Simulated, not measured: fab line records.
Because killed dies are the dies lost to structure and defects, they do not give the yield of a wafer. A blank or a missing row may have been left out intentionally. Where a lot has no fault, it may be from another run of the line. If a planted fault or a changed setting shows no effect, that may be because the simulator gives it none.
fab line records	flow n5-finfet
[record] lots = 6	wafers = 18	last-day = 18
route steps=1938 shown BEOL_M5@1171 BEOL_M6@1194 PASSIVATION@1936
lots untouched by any fault: they come from a run of this same line in which no faults occurred
start-h: the number of hours between the record's first day and the start of the first shown wafer of the lot	wait-h: how many hours have passed since the lot's step before this one	" repeats the value in the row above	L1.1+2: a row that stands for several wafers	- no value present, or no start provided	* or withheld: withheld	< > ~ a bound
route shown NAME@n: NAME is a module with steps in the file, n the number in the route of the first one	usual: mean/standard deviation of fault-free wafers	same: alike in all rows	chamber/n: place in a boat	sites: readings site by site	_std_site: the values' standard deviation	_edge_site: mean of outer sites minus mean of inner sites	radius-mm: how far each site lies from the wafer's centre	mask NAME#n: copy n	behind: the tool/chamber that last shaped the wafer	hold: cause of the lot's hold/its duration in hours/its outcome	device: the n, p or np transistor that did not switch	end of line: the same wafers' tests at the end of the route	step lacking rows: just its recipe	killed: the dies lost at the first sort to structure and to defects; this is not the yield of the wafer	map: shows each die of a wafer: x if killed, . if not, _ if none is there
set.NAME: the run value of the setting; set.NAME@STEP: its run value at that earlier step	model.NAME: the simulator's own value behind a step, which no gauge read
lots seen at some steps along the route; tables by step, rows by wafer
services: a tool's chamber out of use, with start hour (start-h, from the record's first day; less than 0 if before it), hours out, and reason
[[steps]]
[step N5_BEOL_M5_PRE_CLEAN_45]
[recipe] gas = H2/He	time-s = 30	temp-c = 250
[usual] heater-power-w = 329/32
[same] time-s = 30
lot.wafer	tool	chamber	start-h	wait-h	heater-power-w
L552.1	pvd-sputter-03	-	216.63	0.0	324
L552.4	"	-	"	"	346
L552.5	"	-	"	"	295
L559.3	pvd-sputter-02	-	253.57	0.0	289
L559.4	"	-	"	"	307
L559.6	"	-	"	"	394
L562.2	pvd-sputter-01	-	281.41	0.0	319
L562.3	"	-	"	"	310
L562.4	"	-	"	"	355
L565.2	pvd-sputter-02	-	287.99	0.0	304
L565.3	"	-	"	"	368
L565.6	"	-	"	"	354
L567.2	pvd-sputter-03	-	308.21	0.0	291
L567.4	"	-	"	"	348
L567.6	"	-	"	"	327
L571.4	pvd-sputter-01	-	340.05	0.0	311
L571.5	"	-	"	"	322
L571.6	"	-	"	"	284
[step N5_BEOL_M5_ALD_86]
[recipe] material = TaN	target-thk-a = *	temp-c = 275	ald-precursor-family = PDMAT	ald-co-reactant = NH3	pressure-torr = 3	carrier-flow-sccm = 1500	pulse-time-s = 2	purge-time-s = 3	co-reactant-purge-time-s = 2	co-reactant-pulse-time-s = 3	ald-cycles = 30	precursor-vessel-temp-c = 75	precursor-vessel-pressure-torr = 26.25	precursor-vessel-carrier-sccm = 1000
[step N5_BEOL_M5_SURFACE_TREAT_87]
[recipe] gas = Ar	time-s = *	ion-energy-ev = *	ion-current-ma-cm2 = 0.5	pressure-mtorr = *	ar-flow-sccm = 30
[step N5_BEOL_M5_CVD_47]
[recipe] material = Co	target-thk-a = 30	temp-c = withheld	precursor = CCTBA/H2	pressure-torr = 30	time-s = 216
[step N5_BEOL_M5_SPUTTER_48]
[recipe] material = Cu	target-thk-a = 150	temp-c = -20	chamber-pressure-pa = 0.07	power-w = withheld	time-s = 27.62
[step N5_BEOL_M5_ANNEAL_49]
[recipe] temp-c = 400	time-s = 1800	ambient = vacuum
[usual] heater-power-w = 814/74
[same] time-s = 1800
lot.wafer	tool	chamber	start-h	wait-h	heater-power-w
L552.1	pvd-sputter-03	-	217.85	0.0	736
L552.4	"	-	"	"	878
L552.5	"	-	"	"	755
L559.3	pvd-sputter-02	-	254.21	0.0	896
L559.4	"	-	"	"	967
L559.6	"	-	"	"	740
L562.2	pvd-sputter-03	-	282.50	0.0	810
L562.3	"	-	"	"	870
L562.4	"	-	"	"	769
L565.2	pvd-sputter-03	-	288.73	0.0	882
L565.3	"	-	"	"	765
L565.6	"	-	"	"	829
L567.2	pvd-sputter-01	-	308.99	0.0	793
L567.4	"	-	"	"	820
L567.6	"	-	"	"	808
L571.4	pvd-sputter-01	-	340.69	0.0	727
L571.5	"	-	"	"	912
L571.6	"	-	"	"	805
[step N5_BEOL_M5_SPUTTER_81]
[recipe] material = Cu	target-thk-a = 150	temp-c = -20	chamber-pressure-pa = 0.07	power-w = withheld	time-s = 27.62
[step N5_BEOL_M5_ANNEAL_82]
[recipe] temp-c = 400	time-s = 1800	ambient = vacuum
[step N5_BEOL_M5_SPUTTER_83]
[recipe] material = Cu	target-thk-a = 150	temp-c = -20	chamber-pressure-pa = 0.07	power-w = withheld	time-s = 27.62
[step N5_BEOL_M5_ANNEAL_84]
[recipe] temp-c = 400	time-s = 1800	ambient = vacuum
[step N5_BEOL_M5_SPUTTER_88]
[recipe] material = Cu	target-thk-a = 150	temp-c = -20	chamber-pressure-pa = 0.07	power-w = withheld	time-s = 27.62
[step N5_BEOL_M5_ANNEAL_89]
[recipe] temp-c = 400	time-s = 1800	ambient = vacuum
[usual] heater-power-w = 816/77
[same] time-s = 1800
lot.wafer	tool	chamber	start-h	wait-h	heater-power-w
L552.1	pvd-sputter-03	-	221.11	0.0	758
L552.4	"	-	"	"	886
L552.5	"	-	"	"	737
L559.3	pvd-sputter-02	-	257.47	0.0	886
L559.4	"	-	"	"	941
L559.6	"	-	"	"	717
L562.2	pvd-sputter-03	-	285.76	0.0	801
L562.3	"	-	"	"	870
L562.4	"	-	"	"	762
L565.2	pvd-sputter-03	-	291.99	0.0	859
L565.3	"	-	"	"	743
L565.6	"	-	"	"	799
L567.2	pvd-sputter-01	-	312.25	0.0	788
L567.4	"	-	"	"	799
L567.6	"	-	"	"	793
L571.4	pvd-sputter-01	-	343.95	0.0	719
L571.5	"	-	"	"	909
L571.6	"	-	"	"	815
[step N5_BEOL_M5_SPUTTER_90]
[recipe] material = Cu	target-thk-a = 45	temp-c = -20	chamber-pressure-pa = 0.07	power-w = withheld	time-s = 8.29
[usual] throttle-valve-pct = 30.0/1.1
[same] time-s = 8.29
lot.wafer	tool	chamber	start-h	wait-h	throttle-valve-pct
L552.1	pvd-sputter-03	-	222.12	0.5	30.3
L552.4	"	-	"	"	30.2
L552.5	"	-	"	"	30.2
L559.3	pvd-sputter-02	-	258.48	0.5	28.9
L559.4	"	-	"	"	31.6
L559.6	"	-	"	"	29.3
L562.2	pvd-sputter-03	-	286.77	0.5	30.9
L562.3	"	-	"	"	30.0
L562.4	"	-	"	"	30.4
L565.2	pvd-sputter-03	-	293.00	0.5	30.0
L565.3	"	-	"	"	30.2
L565.6	"	-	"	"	30.7
L567.2	pvd-sputter-01	-	313.26	0.5	30.6
L567.4	"	-	"	"	27.5
L567.6	"	-	"	"	27.8
L571.4	pvd-sputter-01	-	344.96	0.5	30.0
L571.5	"	-	"	"	28.9
L571.6	"	-	"	"	27.8
[step N5_BEOL_M5_ECD_50]
[recipe] material = Cu	target-thk-a = 3000
[step N5_BEOL_M5_ANNEAL_51]
[recipe] temp-c = 225	time-s = 90	ambient = N2
[step N5_BEOL_M5_CMP_52]
[recipe] stop-on = SiCOH_lowk	t-overpolish-s = 6.9	down-force-psi = 1	platen-rpm = 50	clearing-platen-down-force-psi = 1.5	clearing-platen-rpm = 50	post-cmp-clean = cu-alkaline	target-thk-nm = 62	clearing-platen-pad-velocity-m-s = 0.99484	pad-velocity-m-s = 0.99484
[step N5_BEOL_M5_PRE_CLEAN_77]
[recipe] gas = NH3/H2	time-s = 15	temp-c = *	rf-power-w = 300
[step N5_BEOL_M5_CO_CAP_78]
[recipe] material = Co	target-thk-a = 20	temp-c = 200	precursor = CCTBA/H2	pressure-torr = 30	time-s = 102.1
[step N5_BEOL_M5_PRE_CLEAN_55]
[recipe] gas = NH3	time-s = 15	temp-c = withheld	rf-power-w = 300
[step N5_BEOL_M5_DEP_56]
[recipe] material = SiCN	target-thk-a = 80	temp-c = withheld	precursor = 3MS/NH3	pressure-torr = 3	rf-w = 202	time-s = 14
[step N5_BEOL_M5_RS_MEAS_57]
[recipe] thk-meas-gauge = four-point-probe	reads = Co_of_BEOL_M5_CO_CAP_78+Cu_of_BEOL_M5_ECD_50+Co_of_BEOL_M5_CVD_47+TaN_of_BEOL_M5_ALD_86
[usual] M5_RS = 0.391/0.01
lot.wafer	tool	chamber	start-h	wait-h	M5_RS[ohm/sq]
L552.1	film-metro-01	-	223.20	0.1	0.387
L552.4	"	-	"	"	0.380
L552.5	"	-	"	"	0.385
L559.3	film-metro-01	-	259.54	0.1	0.396
L559.4	"	-	"	"	0.395
L559.6	"	-	"	"	0.383
L562.2	film-metro-01	-	287.98	0.1	0.414
L562.3	"	-	"	"	0.401
L562.4	"	-	"	"	0.403
L565.2	film-metro-01	-	294.06	0.1	0.365
L565.3	"	-	"	"	0.390
L565.6	"	-	"	"	0.385
L567.2	film-metro-01	-	314.31	0.1	0.385
L567.4	"	-	"	"	0.393
L567.6	"	-	"	"	0.390
L571.4	film-metro-01	-	346.42	0.0	0.405
L571.5	"	-	"	"	0.390
L571.6	"	-	"	"	0.369
[step N5_BEOL_M6_ILD_DEP_00]
[recipe] material = SiCOH_lowk	target-thk-a = 1797.5	temp-c = 300	precursor = DEMS/porogen	pressure-torr = 5	rf-w = 500	time-s = 33.4
[step N5_BEOL_M6_CURE_74]
[recipe] temp-c = 385	time-s = 240	ambient = He/Ar	material = SiCOH_lowk
[step N5_BEOL_M6_THK_MEAS_01]
[recipe] reads = SiCOH_lowk_of_BEOL_M6_ILD_DEP_00
[usual] M6_ILD_THK = 155.0/1.9
lot.wafer	tool	chamber	start-h	wait-h	M6_ILD_THK[nm]
L552.1	film-metro-01	-	225.30	1.6	156.2
L552.4	"	-	"	"	156.0
L552.5	"	-	"	"	155.9
L559.3	film-metro-01	-	260.20	0.3	154.7
L559.4	"	-	"	"	154.8
L559.6	"	-	"	"	154.2
L562.2	film-metro-01	-	288.62	0.4	155.4
L562.3	"	-	"	"	154.1
L562.4	"	-	"	"	157.6
L565.2	film-metro-01	-	294.71	0.4	152.3
L565.3	"	-	"	"	153.7
L565.6	"	-	"	"	155.5
L567.2	film-metro-02	-	314.95	0.4	151.4
L567.4	"	-	"	"	154.9
L567.6	"	-	"	"	154.4
L571.4	film-metro-02	-	347.08	0.2	152.8
L571.5	"	-	"	"	155.2
L571.6	"	-	"	"	155.9
[step N5_BEOL_M6_PECVD_70]
[recipe] material = SiO2	target-thk-a = 200	temp-c = 400	precursor = TEOS/O2	pressure-torr = 5.5	rf-w = 450	teos-flow-sccm = 53.8	gas = O2	flow-sccm = 3000	time-s = 22.7
[step N5_BEOL_M6_HM_DEP_02]
[recipe] material = TiN	target-thk-a = 200	temp-c = 25	chamber-pressure-pa = 0.49996
[step N5_BEOL_M6_COAT_59]
[recipe] resist = SOC	temp-c = 250	time-s = 60	spin-rpm = 1500	resist-thk-nm = 100
[step N5_BEOL_M6_COAT_60]
[recipe] resist = SiARC	temp-c = 220	time-s = 60	spin-rpm = 1500	resist-thk-nm = 35
[step N5_BEOL_M6_COAT_05]
[recipe] resist = CAR-ArF	spin-rpm = 1500	resist-thk-nm = 90
[step N5_BEOL_M6_EBR_07]
[recipe] solvent = PGMEA	ebr-width-mm = 1.5
[step N5_BEOL_M6_SOFTBAKE_06]
[recipe] temp-c = 110	time-s = 60	resist = CAR-ArF
[step N5_BEOL_M6_EXPOSE_08]
[recipe] mask-id = M6	na = 1.35	source-shape = dipole	sigma-inner = 0.817	sigma-outer = 0.97	polarization = te	dose-mj = 68.25
[step N5_BEOL_M6_PEB_09]
[recipe] peb-temp-c = withheld	peb-time-s = 60	resist = CAR-ArF
[step N5_BEOL_M6_DEVELOP_10]
[recipe] develop-time-s = 30	developer = TMAH	resist = CAR-ArF	rinse-liquid = diw	dry = air-spin	dev-temp-c = 23
[step N5_BEOL_M6_CD_MEAS_11]
[recipe] target-cd-nm = 38.5	landing-energy-ev = 500	detector = se-inlens	polarity = opening
[usual] cd-nm = 38.6/0.46
lot.wafer	tool	chamber	start-h	wait-h	cd-nm
L552.1	cd-sem-03	0	226.10	-	38.2
L552.4	"	0	"	"	38.1
L552.5	"	0	"	"	38.6
L559.3	cd-sem-02	0	262.30	-	38.4
L559.4	"	0	"	"	38.3
L559.6	"	0	"	"	38.7
L562.2	cd-sem-03	0	293.41	-	38.7
L562.3	"	0	"	"	39.1
L562.4	"	0	"	"	38.3
L565.2	cd-sem-03	0	296.84	-	38.8
L565.3	"	0	"	"	38.3
L565.6	"	0	"	"	38.7
L567.2	cd-sem-02	0	317.90	-	37.7
L567.4	"	0	"	"	38.9
L567.6	"	0	"	"	38.3
L571.4	cd-sem-01	0	351.28	-	38.0
L571.5	"	0	"	"	38.2
L571.6	"	0	"	"	37.9
[step N5_BEOL_M6_OVL_MEAS_12]
[recipe] points-per-wafer = 44
[usual] M6_OVL = -0.7/0.73
lot.wafer	tool	chamber	start-h	wait-h	M6_OVL[nm]
L552.1	overlay-01	0	226.13	0.0	-0.3
L552.4	"	0	"	"	-0.3
L552.5	"	0	"	"	-0.2
L559.3	overlay-02	0	262.32	0.0	-0.4
L559.4	"	0	"	"	-0.5
L559.6	"	0	"	"	-1.2
L562.2	overlay-02	0	293.44	0.0	0.0
L562.3	"	0	"	"	0.1
L562.4	"	0	"	"	-0.2
L565.2	overlay-02	0	296.87	0.0	0.0
L565.3	"	0	"	"	-1.2
L565.6	"	0	"	"	-1.8
L567.2	overlay-02	0	317.93	0.0	-1.0
L567.4	"	0	"	"	-1.1
L567.6	"	0	"	"	-1.2
L571.4	overlay-01	0	351.30	0.0	-1.5
L571.5	"	0	"	"	-0.6
L571.6	"	0	"	"	-1.3
[step N5_BEOL_M6_DESCUM_16]
[recipe] chemistry = O2	time-s = 7.9	source-power-w = 50	bias-power-w = 20	pressure-mtorr = 20	rf-frequency-hz = 2.712e+07	temp-c = 40	resist = CAR-ArF	o2-flow-sccm = 225
[step N5_BEOL_M6_ETCH_61]
[recipe] chemistry = CF4	target = SiARC	target-depth-a = 455	mask-material = CAR-ArF	time-s = 75.8	ion-energy-ev = 80	pressure-mtorr = 40	source-w = 545	bias-w = 36	Ar_flow_sccm = 100	cf4-flow-sccm = 100	ends = cleared
[usual] drypump-motor-current-A = 5.8/0.38	etch-rf-on-time-s = 75.7/0.94	oes-product-au = 0.68/0.067	rf-vpp-V = 184.3/1.3	showerhead-plenum-p-Torr = 2.16/0.093	throttle-valve-pct = 15.54/0.16
lot.wafer	tool	chamber	start-h	wait-h	drypump-motor-current-A	etch-rf-on-time-s	oes-product-au	rf-hours-counter-h	rf-vpp-V	showerhead-plenum-p-Torr	throttle-valve-pct
L552.1	rie-diel-04	3	227.09	0.0	6.0	74.3	0.62	217	183.1	2.11	15.56
L552.4	"	0	"	"	6.4	74.9	0.74	61	186.0	2.27	15.37
L552.5	"	2	"	"	6.1	75.7	0.71	-	184.8	2.09	15.77
L559.3	rie-diel-04	3	262.47	0.0	5.9	74.8	0.61	229	182.4	2.11	15.59
L559.4	"	1	"	"	6.1	77.1	0.59	244	181.3	2.02	15.60
L559.6	"	2	"	"	6.1	76.3	0.70	-	184.9	2.08	15.82
L562.2	rie-diel-02	3	293.54	0.0	5.9	77.2	0.60	227	184.4	2.19	15.53
L562.3	"	1	"	"	5.5	76.5	0.66	126	185.7	2.24	15.64
L562.4	"	2	"	"	6.4	75.2	0.78	28	182.6	2.09	15.37
L565.2	rie-diel-02	1	297.02	0.0	5.4	77.2	0.66	127	185.6	2.24	15.65
L565.3	"	2	"	"	6.4	75.5	0.78	29	182.5	2.09	15.39
L565.6	"	0	"	"	5.3	75.6	0.68	-	184.6	2.25	15.36
L567.2	rie-diel-02	1	318.33	0.0	5.5	76.8	0.65	133	184.0	2.24	15.66
L567.4	"	3	"	"	5.9	77.2	0.60	234	184.3	2.19	15.56
L567.6	"	2	"	"	6.4	75.0	0.78	-	182.7	2.09	15.39
L571.4	rie-diel-02	0	351.39	0.0	5.3	75.1	0.66	99	184.0	2.24	15.40
L571.5	"	2	"	"	6.4	75.3	0.75	-	183.6	2.09	15.42
L571.6	"	1	"	"	5.5	76.6	0.64	-	185.2	2.24	15.70
[step N5_BEOL_M6_ETCH_62]
[recipe] chemistry = N2/H2	target = SOC	target-depth-a = 1100	overetch-a = 220	mask-material = SiARC	temp-c = 40	time-s = 165	ion-energy-ev = 200	pressure-mtorr = 30	source-w = 840	bias-w = 150	n2-flow-sccm = 200	h2-flow-sccm = 200
[usual] drypump-motor-current-A = 5.8/0.39	h2-flow-sccm = 200.0/0.56	oes-product-au = 0.67/0.063	rf-vpp-V = 525/3.3	showerhead-plenum-p-Torr = 2.57/0.12	throttle-valve-pct = 17.77/0.14
[same] time-s = 165
lot.wafer	tool	chamber	start-h	wait-h	drypump-motor-current-A	h2-flow-sccm	oes-product-au	rf-hours-counter-h	rf-vpp-V	showerhead-plenum-p-Torr	throttle-valve-pct
L552.1	rie-diel-04	3	227.15	0.0	6.0	199.6	0.61	217	524	2.51	17.81
L552.4	"	0	"	"	6.4	199.4	0.73	61	527	2.68	17.57
L552.5	"	2	"	"	6.1	199.7	0.71	-	522	2.47	18.00
L559.3	rie-diel-04	3	262.52	0.0	6.0	201.1	0.60	229	522	2.51	17.84
L559.4	"	1	"	"	6.1	200.9	0.59	244	519	2.39	17.75
L559.6	"	2	"	"	6.1	199.7	0.69	-	523	2.46	18.02
L562.2	rie-diel-02	3	293.59	0.0	5.9	199.4	0.60	227	526	2.62	17.82
L562.3	"	1	"	"	5.5	198.7	0.66	126	526	2.66	17.76
L562.4	"	2	"	"	6.4	200.6	0.77	28	522	2.49	17.74
L565.2	rie-diel-02	1	297.08	0.0	5.5	200.2	0.66	127	527	2.66	17.76
L565.3	"	2	"	"	6.4	200.5	0.77	29	524	2.49	17.72
L565.6	"	0	"	"	5.3	199.7	0.67	-	527	2.68	17.66
L567.2	rie-diel-02	1	318.39	0.0	5.4	198.8	0.65	133	527	2.65	17.78
L567.4	"	3	"	"	5.9	200.0	0.60	234	526	2.62	17.82
L567.6	"	2	"	"	6.4	200.6	0.75	-	521	2.49	17.76
L571.4	rie-diel-02	0	351.45	0.0	5.3	199.1	0.66	99	527	2.67	17.66
L571.5	"	2	"	"	6.4	201.1	0.74	-	523	2.48	17.75
L571.6	"	1	"	"	5.5	200.5	0.64	-	527	2.65	17.79
[step N5_PASSIVATION_PROBE_49]
[usual] defect-limited-yield = 91.0/1.5	killed_at_M0_to_M3 = 37/12	killed_at_M4_up = 13/5	killed-at-contacts = 13/6.1	killed-at-front-end = 39/11	killed-at-other = 4/3.2	killed-dies = 106/17	killed-open = 69/12	killed-short = 35/7.9	sort_bin_5_function = 5.3/1	sort_bin_6_memory = 3.3/0.68	sort-n-pass = 1074/17	sort-yield-pct = 91.0/1.5
[same] gross-dies = 1180	killed-at-back-side = 0	sort_bin_4_leakage[%] = 0	sort_bin_8_speed[%] = 0
lot.wafer	tool	chamber	start-h	wait-h	defect-limited-yield[%]	killed_at_M0_to_M3	killed_at_M4_up	killed-at-contacts	killed-at-front-end	killed-at-other	killed-dies	killed-open	killed-short	sort_bin_5_function[%]	sort_bin_6_memory[%]	sort-n-pass	sort-yield-pct[%]
L562.4	prober-02	-	390.92	0.2	79.5	41	148	12	36	5	242	62	43	12.6	4.8	938	79.5
L565.3	prober-01	-	395.52	0.1	80.4	22	134	14	56	5	231	70	31	12.0	4.2	949	80.4
// killed by level:class
L562.4 BEOL_M5:unspecified=136 FIN_SAQP:geometric-particle:short=10 BEOL_M0_SAQP:geometric-particle:open=9 BEOL_M3:geometric-particle:open=9 MOL_CONTACT_COAG:geometric-particle:open=8 BEOL_M2:geometric-particle:open=7 STI_FIN_REVEAL:geometric-particle:open=6 BEOL_M0_SAQP:geometric-particle:short=6
L565.3 BEOL_M5:unspecified=123 STI_FIN_REVEAL:geometric-particle:open=18 MOL_CONTACT_COAG:geometric-particle:open=9 FIN_SAQP:geometric-particle:open=7 BEOL_M2:geometric-particle:open=7 FIN_SAQP:geometric-particle:short=5 BEOL_M5:geometric-particle:open=5 MOL_CONTACT_COAG:geometric-particle:short=5
// map L562.4 (x killed, . not)
_________________............________________
______________..x..............._____________
___________.x...x......x...........__________
__________..........x..............._________
________.x........x.x.x........x.x...x_______
_______......................x.........______
______.................................._____
_____........x..x.x.x..................x.____
____........x....x....................x...___
___...x...x...............x............x.x.__
___...xx.....x.x...x........x..............__
__.......x.......x....x......x............x._
__.......x................................x._
_...x.....x..x...................x...........
_..x..............x...xx...................x.
_x....x..x...x........x..x...x.........x.....
_.....x................xx.....x..x.......x..x
_....x........x..x.xx..xxx......x.x..........
_x.x...x........x.xxxx.xxx............x......
_...............x.xxxxxx.xx...........x......
_..........x.x..xxxxxxxxxxxx.x..x.....x......
__..x........x.xxxxxxxxxxxxxx..............._
__..........xx.xxxxxxxxxxxxxx..............._
___........x.xxxxxxxxxxxxxxx.x.............__
___......x...x.xxxxxxxxxxxxx..........x..x.__
____........x...xxxxxxxxxxxx.........x....___
_____...xx.xxx..xxxxxxxxxxx.xx...x.......____
______.....xx..xxxxxxxx.xx.....x....x..._____
_______..x....x.....x.x.x...x..........______
________....xx.....xx.x..x............_______
__________...........x.............x_________
___________...............x........__________
______________..x..............._____________
_________________....x.......________________
// map L565.3 (x killed, . not)
_________________..x........x________________
______________..............x..._____________
___________x............x...x......__________
__________..............xx.xx...xxx._________
________..........x..................x_______
_______...x.........x...........x...x..______
______x....x..x...................x....._____
_____...x.......x..................x..x..____
____..x..................x..........x.....___
___..x.........................x..........x__
___.....x...........x......................__
__.............x.........................x.._
__.............x......x...............x....._
_..........x...........................x..x..
_...x....x..........x..x......xx...xx........
_..........xx.........x...x..xx..x...........
_.......x..x................xx.....x..x...xx.
_................x...x.xx.....x..x...........
_...................xxxxxx..x.xx....x........
_..............xxxxxxxxxxxx.................x
_.....x........x.xxxxxxxx............x.......
__.....xx.....xxxxxxxxxxxxx...............xx_
__............xxxxxxxxxxxxxxx........x......_
___..........xxxxxxxxxxxxxxx...............__
___x........x.xxxxxxxxxxxxxxx..............__
____...........x.xxxxxxxxx........x.......___
_____.x........xx.xxxxxxxx.xx....x.......____
______........x..xxxxxxxxx.......x.....x_____
_______..........xx..xx.xx.............______
________xx.......x..xx..........xx...._______
__________xx............xxx........x_________
___________..x...x...........x....x__________
______________.................._____________
_________________............________________
[[services]]
tool	chamber	start-h	hours	kind
rie-diel-02	2	193.76	-	clean
rie-diel-02	2	193.76	-	consumable-replace:focus-ring
rie-diel-02	2	193.76	21.7	scheduled-down
rie-diel-02	2	193.76	21.7	vent-cycle
rie-diel-04	1	277.22	-	clean
rie-diel-04	1	277.22	-	consumable-replace:focus-ring
rie-diel-04	1	277.22	-	consumable-replace:showerhead
rie-diel-04	1	277.22	13.6	scheduled-down
rie-diel-04	1	277.22	13.6	vent-cycle
rie-diel-02	3	321.37	8.5	repair
rie-diel-04	3	323.22	-	clean
rie-diel-04	3	323.22	-	consumable-replace:focus-ring
rie-diel-04	3	323.22	13.6	scheduled-down
rie-diel-04	3	323.22	13.6	vent-cycle
[[key]]
[first-sign] step = N5_PASSIVATION_PROBE_49	reading = killed_at_M4_up	direction = up	sigmas = 26	usual = 13	struck = 141
[effect] step = N5_PASSIVATION_PROBE_49	reading = defect-limited-yield	direction = down	sigmas = 7.6	usual = 91.0	struck = 80.0
[more-kills-born-at] N5_BEOL_M5_SPUTTER_90@pvd-sputter-03 = 259
met-at N5_BEOL_M5_SPUTTER_90
struck-wafers L562.4,L565.3
onset-between 222.12 286.77
[fault] kind = chamber-particle-source	tool = pvd-sputter-03	chamber = -	onset-h = 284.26	steps = N5_BEOL_M5_SPUTTER_90	rate-per-visit-cm2 = 0.93735	end-h = 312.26	scope = struck-wafers-only
